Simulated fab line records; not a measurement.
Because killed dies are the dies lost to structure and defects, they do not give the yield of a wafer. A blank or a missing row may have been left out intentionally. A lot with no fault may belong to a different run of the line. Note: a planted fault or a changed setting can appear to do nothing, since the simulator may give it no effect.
Which tool did it? ; flow n5-finfet ; 11 lots, 33 wafers sampled, at 3 steps of a route of 1938

## WHAT THE GAUGES SHOWED, per wafer
N5_BEOL_M6_RS_MEAS_57: uses a four-point probe to measure. Usual: M6_RS 0.284 ohm/sq, standard deviation 0.0083.
lot;measured;on;M6_RS (ohm/sq);flag
L799;day 8 18:40;film-metro-02;0.275 0.286 0.278;
L798;day 8 20:50;film-metro-02;0.291 0.289 0.296;
L801;day 9 14:47;film-metro-01;0.270 0.283 0.282;
L806;day 10 18:55;film-metro-02;0.295 0.300 0.294;
L809;day 11 07:34;film-metro-01;0.287 0.285 0.279;
L811;day 12 06:28;film-metro-01;0.269 0.274 0.269;
L817;day 13 11:52;film-metro-02;0.275 0.278 0.274;
L815;day 13 15:51;film-metro-02;0.285 0.277 0.273;
L818;day 14 18:26;film-metro-01;0.285 0.293 0.289;
L821;day 15 01:25;film-metro-02;0.291 0.305 0.295;
L820;day 15 06:24;film-metro-01;0.301 0.298 0.299;

## WHICH TOOL RAN EACH LOT (tool, then ch and the chambers of the sampled wafers, then the start)
lot;N5_BEOL_M6_ETCH_41;N5_BEOL_M6_PRE_CLEAN_45
L799;rie-diel-04 ch 2,3, day 8 16:35 or earlier;pvd-sputter-01, day 8 16:35
L798;rie-diel-02 ch 0,3, day 8 18:02 or earlier;pvd-sputter-01, day 8 18:02
L801;rie-diel-04 ch 1,2,3, day 9 12:44 or earlier;pvd-sputter-03, day 9 12:44
L806;rie-diel-02 ch 0,1,2, day 10 17:10 or earlier;pvd-sputter-01, day 10 17:10
L809;rie-diel-04 ch 1,2, day 11 06:01 or earlier;pvd-sputter-02, day 11 06:01
L811;rie-diel-04 ch 1,2, day 12 04:15 or earlier;pvd-sputter-02, day 12 04:15
L817;rie-diel-04 ch 0,2, day 13 10:01 or earlier;pvd-sputter-01, day 13 10:01
L815;rie-diel-04 ch 1,2,3, day 13 14:17 or earlier;pvd-sputter-01, day 13 14:17
L818;rie-diel-02 ch 1,2, day 14 16:34 or earlier;pvd-sputter-03, day 14 16:34
L821;rie-diel-02 ch 2,3, day 14 23:09 or earlier;pvd-sputter-01, day 14 23:09
L820;rie-diel-02 ch 1,2, day 15 04:50 or earlier;pvd-sputter-03, day 15 04:50
- N5_BEOL_M6_ETCH_41: etches SiCN in CH3F/O2, target depth 29.7 nm, time 52 s.
- N5_BEOL_M6_PRE_CLEAN_45: time 30 s.

## AS READ BY THE TOOLS THEMSELVES (means over the sampled wafers that have a number; for cases with no such wafer, the mark the record gives instead)
N5_BEOL_M6_ETCH_41. Usual: drypump-motor-current-A 5.7 A, standard deviation 0.44; oes-product-au 0.82 a.u., standard deviation 0.084; rf-vpp-V 297.6 V, standard deviation 1.4; showerhead-plenum-p-Torr 2.00 Torr, standard deviation 0.06; throttle-valve-pct 16.17 %, standard deviation 0.21.
lot;tool;drypump-motor-current-A (A);oes-product-au (a.u.);rf-vpp-V (V);showerhead-plenum-p-Torr (Torr);throttle-valve-pct (%);flag
L799;rie-diel-04;6.2;0.71;297.5;2.02;16.40;
L798;rie-diel-02;5.8;0.78;296.6;1.95;16.16;
L801;rie-diel-04;5.9;0.76;298.1;2.01;16.33;
L806;rie-diel-02;5.8;0.77;298.0;2.00;16.19;
L809;rie-diel-04;5.6;0.96;297.3;1.98;16.10;
L811;rie-diel-04;5.7;0.93;297.0;1.98;16.10;
L817;rie-diel-04;5.4;0.89;295.7;1.95;15.87;
L815;rie-diel-04;5.9;0.82;296.1;2.00;16.23;
L818;rie-diel-02;5.6;0.79;297.4;2.03;16.19;
L821;rie-diel-02;5.9;0.80;299.0;2.04;16.02;
L820;rie-diel-02;5.9;0.76;298.4;2.05;16.16;

N5_BEOL_M6_PRE_CLEAN_45. Usual: 326 W for heater-power-w, sd 35.
lot;tool;heater-power-w (W);flag
L799;pvd-sputter-01;324;
L798;pvd-sputter-01;303;
L801;pvd-sputter-03;329;
L806;pvd-sputter-01;301;
L809;pvd-sputter-02;343;
L811;pvd-sputter-02;368;
L817;pvd-sputter-01;300;
L815;pvd-sputter-01;300;
L818;pvd-sputter-03;323;
L821;pvd-sputter-01;274;
L820;pvd-sputter-03;347;

## THE ANSWER, worked out from the rows above alone
Rule: lot off if the mean of its wafers having a number is beyond 3 standard deviations from the usual mean. A lot without any number at a reading at which 4 lots or more have one is off too. Where the step has rows for the other lots, those lots are counted as sound. First the gauges in route order, then the tools' own readings, where a lot's mean is used as printed above. At the first step where some lot is off, the reading lying furthest off is the one used; lots without a number count as furthest.
Across all readings shown, no lot is off: no conclusion can be drawn from this.

## WHAT THE SIMULATOR HAD INSERTED
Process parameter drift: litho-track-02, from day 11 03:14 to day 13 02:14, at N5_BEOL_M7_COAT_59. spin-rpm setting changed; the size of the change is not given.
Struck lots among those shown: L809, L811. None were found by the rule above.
